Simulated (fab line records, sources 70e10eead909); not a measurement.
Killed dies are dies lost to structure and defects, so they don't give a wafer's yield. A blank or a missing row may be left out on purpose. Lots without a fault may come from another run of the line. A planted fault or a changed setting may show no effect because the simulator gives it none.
Chamber matching | flow nand_harc | NHARC_A_M1_DEP_33 on pecvd-02: 3 sister chambers
The step deposits SiCN, target thk 30 nm. 6 wafers are shown with their chamber, then 7 later ones without.

WAFERS WITH THEIR CHAMBER
wafer  | chamber | heater_power_w (W) | susceptor_temp_C (C)
L190.6 | 1       | 595                | 369.68
L197.5 | 2       | 714                | 370.01
L199.4 | 1       | 692                | 369.99
L199.6 | 0       | 556                | 369.95
L204.2 | 2       | 639                | 369.95
L204.3 | 0       | 577                | 369.77

WAFERS WITHOUT THEIR CHAMBER
wafer  | heater_power_w (W) | susceptor_temp_C (C)
L204.6 | 632                | 369.94
L206.3 | 568                | 370.01
L206.4 | 571                | 369.93
L206.6 | 572                | 369.86
L207.2 | 582                | 370.07
L207.4 | 668                | 369.92
L207.6 | 646                | 369.86

WHICH CHAMBER EACH WENT THROUGH
wafer  | from the rows above          | in truth
L204.6 | can't be placed: 1 or 2 or 0 | 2
L206.3 | can't be placed: 0 or 1 or 2 | 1
L206.4 | can't be placed: 0 or 1 or 2 | 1
L206.6 | can't be placed: 0 or 1      | 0
L207.2 | can't be placed: 0 or 2 or 1 | 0
L207.4 | can't be placed: 2 or 1 or 0 | 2
L207.6 | can't be placed: 1 or 2 or 0 | 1
Placed correctly: 0 of 7. Can't be placed from these rows: 7 (the true chamber is among the candidates in 7). Placed wrongly: 0.
How it was worked out, from the rows above alone: a wafer's distance from a chamber is the root of the sum, over the readings, of the square of ((its reading less the chamber's mean) divided by the reading's scatter). The wafer belongs to the nearest chamber; if the next one is less than 2 further off, it can't be placed. A chamber's mean is the mean of its shown wafers. The scatter: the root of (the sum of the squares of (reading less its chamber's mean) over the shown wafers, divided by (wafers less chambers)).
